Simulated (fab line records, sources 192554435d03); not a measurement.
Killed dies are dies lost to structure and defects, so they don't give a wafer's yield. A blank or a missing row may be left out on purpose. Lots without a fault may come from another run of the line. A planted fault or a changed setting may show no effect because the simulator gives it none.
Chamber matching | flow n5_finfet | N5_BEOL_M11_CMP_52 on cmp-04: 4 sister chambers
The step polishes, stops on SiCOH lowk, t overpolish 7 s, target thk 140 nm. 4 wafers are shown with their chamber, then 8 later ones without.

WAFERS WITH THEIR CHAMBER
wafer  | chamber | motor_current_A (A)
L085.2 | 2       | 6.3
L090.2 | 1       | 5.7
L090.4 | 3       | 6.0
L089.1 | 0       | 7.1

WAFERS WITHOUT THEIR CHAMBER
wafer  | motor_current_A (A)
L089.3 | 5.9
L089.4 | 5.9
L095.2 | 6.6
L095.3 | 7.3
L095.5 | 7.3
L097.1 | 6.4
L097.2 | 5.9
L097.3 | 7.2

WHICH CHAMBER EACH WENT THROUGH
wafer  | from the rows above          | in truth
L089.3 | can't be placed: 3 or 1 or 2 | 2
L089.4 | can't be placed: 3 or 1 or 2 | 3
L095.2 | can't be placed: 2 or 0 or 3 | 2
L095.3 | 0                            | 0
L095.5 | 0                            | 0
L097.1 | can't be placed: 2 or 3      | 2
L097.2 | can't be placed: 3 or 1 or 2 | 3
L097.3 | 0                            | 0
Placed correctly: 3 of 8. Can't be placed from these rows: 5 (the true chamber is among the candidates in 5). Placed wrongly: 0.
How it was worked out, from the rows above alone: a wafer's distance from a chamber is the root of the sum, over the readings, of the square of ((its reading less the chamber's mean) divided by the reading's scatter). The wafer belongs to the nearest chamber; if the next one is less than 2 further off, it can't be placed. A chamber's mean is the mean of its shown wafers. The scatter: with one shown wafer a chamber, the root of the mean of the squares of how far each hidden wafer lies from its nearest shown one.
